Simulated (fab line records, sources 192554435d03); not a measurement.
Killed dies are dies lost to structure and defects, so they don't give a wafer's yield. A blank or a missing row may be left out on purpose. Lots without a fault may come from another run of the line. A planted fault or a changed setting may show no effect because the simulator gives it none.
Chamber matching | flow n5_finfet | N5_BEOL_M10_PECVD_70 on pecvd-03: 3 sister chambers
The step deposits SiO2 from TEOS/O2, target thk 20 nm, time 22.7 s. 14 wafers are shown with their chamber, then 7 later ones without.

WAFERS WITH THEIR CHAMBER
wafer  | chamber | throttle_valve_pct (%) | heater_power_w (W) | showerhead_plenum_p_Torr (Torr)
L078.1 | 1       | 24.5                   | 571                | 8.86
L078.5 | 1       | 24.2                   | 574                | 8.80
L078.6 | 0       | 22.3                   | 843                | 8.76
L079.3 | 0       | 22.3                   | 844                | 8.78
L079.4 | 1       | 24.4                   | 603                | 8.83
L079.5 | 0       | 22.3                   | 866                | 8.78
L080.2 | 0       | 22.3                   | 800                | 8.78
L080.4 | 0       | 22.4                   | 779                | 8.78
L080.6 | 1       | 24.4                   | 560                | 8.85
L081.2 | 1       | 24.3                   | 648                | 8.84
L081.3 | 2       | 21.0                   | 590                | 8.76
L081.4 | 0       | 22.6                   | 772                | 8.77
L087.1 | 0       | 22.4                   | 834                | 8.76
L087.2 | 1       | 24.1                   | 665                | 8.83

SIGNATURES (means of the wafers above)
reading                  | chamber 0 | chamber 1 | chamber 2 | scatter within a chamber
throttle_valve_pct       | 22.371    | 24.317    | 21.000    | 0.129
heater_power_w           | 819.71    | 603.50    | 590.00    | 39.8
showerhead_plenum_p_Torr | 8.7729    | 8.8350    | 8.7600    | 0.0156
Rule: a wafer's distance from a chamber is the root of the sum, over the readings, of the square of ((its reading less the chamber's mean) divided by the reading's scatter). The wafer belongs to the nearest chamber; if the next one is less than 2 further off, it can't be placed. The scatter: the root of (the sum of the squares of (reading less its chamber's mean) over the shown wafers, divided by (wafers less chambers)).

WAFERS WITHOUT THEIR CHAMBER
wafer  | throttle_valve_pct (%) | heater_power_w (W) | showerhead_plenum_p_Torr (Torr)
L087.3 | 20.9                   | 631                | 8.76
L090.2 | 24.3                   | 634                | 8.86
L090.3 | 24.1                   | 648                | 8.84
L090.5 | 24.4                   | 639                | 8.83
L093.3 | 21.0                   | 671                | 8.79
L093.5 | 21.0                   | 669                | 8.78
L093.6 | 22.6                   | 849                | 8.77

WHICH CHAMBER EACH WENT THROUGH
wafer  | from the rows above | in truth
L087.3 | 2                   | 2
L090.2 | 1                   | 1
L090.3 | 1                   | 1
L090.5 | 1                   | 1
L093.3 | 2                   | 2
L093.5 | 2                   | 2
L093.6 | 0                   | 0
Placed correctly: 7 of 7. Can't be placed from these rows: 0. Placed wrongly: 0.
